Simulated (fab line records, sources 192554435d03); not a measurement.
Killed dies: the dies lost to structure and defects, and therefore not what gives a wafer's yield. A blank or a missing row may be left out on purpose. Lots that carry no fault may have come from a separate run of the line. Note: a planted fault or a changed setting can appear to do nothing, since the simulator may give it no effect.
Split-lot trial ; flow n5 finfet ; 39 wafers read across 7 lots, on a route 1938 steps long

ABOUT THE SPLIT
At N5_PASSIVATION_SPUTTER_20 (material TaN, target thk 50 nm), the setting target thk a was moved away from the recipe's 500 angstrom on 18 of the 39 wafers read, by -54.6% to +57.9%. All remaining wafers had this setting at the recipe value.

The reading is taken at the split's own step.

THE READING
TaN_of_PASSIVATION_SPUTTER_20.thk nm (the simulator's own value, which no gauge read), in nm, at N5_PASSIVATION_SPUTTER_20 (material TaN, target thk 50 nm). There is no usual value for it anywhere in the file. Average 50.2 nm, standard deviation 0.41 nm, over the 21 wafers here run with the recipe.

wafer;tool, chamber at the split;target thk a as run, angstrom;against the recipe;TaN_of_PASSIVATION_SPUTTER_20.thk nm, nm;against lot-mates on the recipe
L077.1;pvd sputter-03, -;500;recipe;50.4;-
L077.2;pvd sputter-03, -;500;recipe;50.2;-
L077.3;pvd sputter-03, -;646.9;+29.4%;65.2;+14.8
L077.4;pvd sputter-03, -;646.9;+29.4%;64.8;+14.4
L077.5;pvd sputter-03, -;500;recipe;50.6;-
L077.6;pvd sputter-03, -;646.9;+29.4%;64.4;+14.0
L089.1;pvd sputter-02, -;789.3;+57.9%;80.2;+29.4
L089.2;pvd sputter-02, -;500;recipe;51;-
L089.3;pvd sputter-02, -;500;recipe;50.8;-
L089.4;pvd sputter-02, -;789.3;+57.9%;80.8;+30.0
L089.5;pvd sputter-02, -;789.3;+57.9%;80.4;+29.6
L089.6;pvd sputter-02, -;500;recipe;50.6;-
L091.1;pvd sputter-01, -;377.2;-24.6%;37.4;-12.1
L091.5;pvd sputter-01, -;377.2;-24.6%;37.4;-12.1
L091.2;pvd sputter-01, -;500;recipe;49.6;-
L091.3;pvd sputter-01, -;500;recipe;49.6;-
L091.4;pvd sputter-01, -;500;recipe;49.4;-
L091.6;pvd sputter-01, -;377.2;-24.6%;37.6;-11.9
L094.1;pvd sputter-03, -;500;recipe;50;-
L094.3;pvd sputter-03, -;500;recipe;50;-
L094.6;pvd sputter-03, -;500;recipe;50;-
L094.2;pvd sputter-03, -;226.9;-54.6%;22.4;-27.6
L094.4;pvd sputter-03, -;226.9;-54.6%;22.6;-27.4
L094.5;pvd sputter-03, -;226.9;-54.6%;22.6;-27.4
L093.1;pvd sputter-03, -;669;+33.8%;66.6;+16.6
L093.4;pvd sputter-03, -;669;+33.8%;66.6;+16.6
L093.2;pvd sputter-03, -;669;+33.8%;66.8;+16.8
L093.3;pvd sputter-03, -;500;recipe;49.8;-
L093.5;pvd sputter-03, -;500;recipe;50;-
L093.6;pvd sputter-03, -;500;recipe;50.2;-
L095.1;pvd sputter-01, -;263.3;-47.3%;26.4;-24.1
L095.2;pvd sputter-01, -;500;recipe;50.4;-
L095.3;pvd sputter-01, -;500;recipe;50.6;-
L095.4;pvd sputter-01, -;500;recipe;50.6;-
L095.5;pvd sputter-01, -;263.3;-47.3%;26.8;-23.7
L095.6;pvd sputter-01, -;263.3;-47.3%;27;-23.5
L097.1;pvd sputter-01, -;500;recipe;50;-
L097.3;pvd sputter-01, -;500;recipe;50;-
L097.6;pvd sputter-01, -;500;recipe;50.2;-

FIT RESULTS
A straight line over all 39 wafers: TaN_of_PASSIVATION_SPUTTER_20.thk nm changes by +0.507 nm for each +1% of target thk a; r = +1.00; the points scatter about the line by 0.51 nm.
The same after taking each lot's own level away (the mean of its wafers on the recipe; 39 wafers): +0.503 nm for each +1%; r = +1.00; scatter 0.29 nm.
Per that fit: largest target thk a move, reading shift of 29 nm.
The lots' own levels span 49.53 to 50.80 nm, that is 3.1 times the standard deviation above.
Hence the lot-to-lot level has little effect on the slope; both slopes agree.
Check: with one of the wafers moved furthest among these (+57.9%) left out of the fit, the line predicts +29.1 nm for it against its lot-mates. It came out at +29.4 nm against them.

FURTHER SPLITS ON THESE WAFERS
Before the reading, these wafers also passed through other splits. Each is held against what the fit with the lots' levels taken away leaves over:
other split on the same wafers;wafers away from the commonest value;r with TaN_of_PASSIVATION_SPUTTER_20.thk nm (lot level and that fit taken away)
N5_BEOL_M11_TRENCH_ETCH_37 time s;15;+0.25
N5_BEOL_M14_SPUTTER_43 target thk a;12;-0.08

THE FILE'S OWN FIT
TaN_of_PASSIVATION_SPUTTER_20.thk nm changes by +0.503 nm for each +1% of target thk a, r = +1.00.
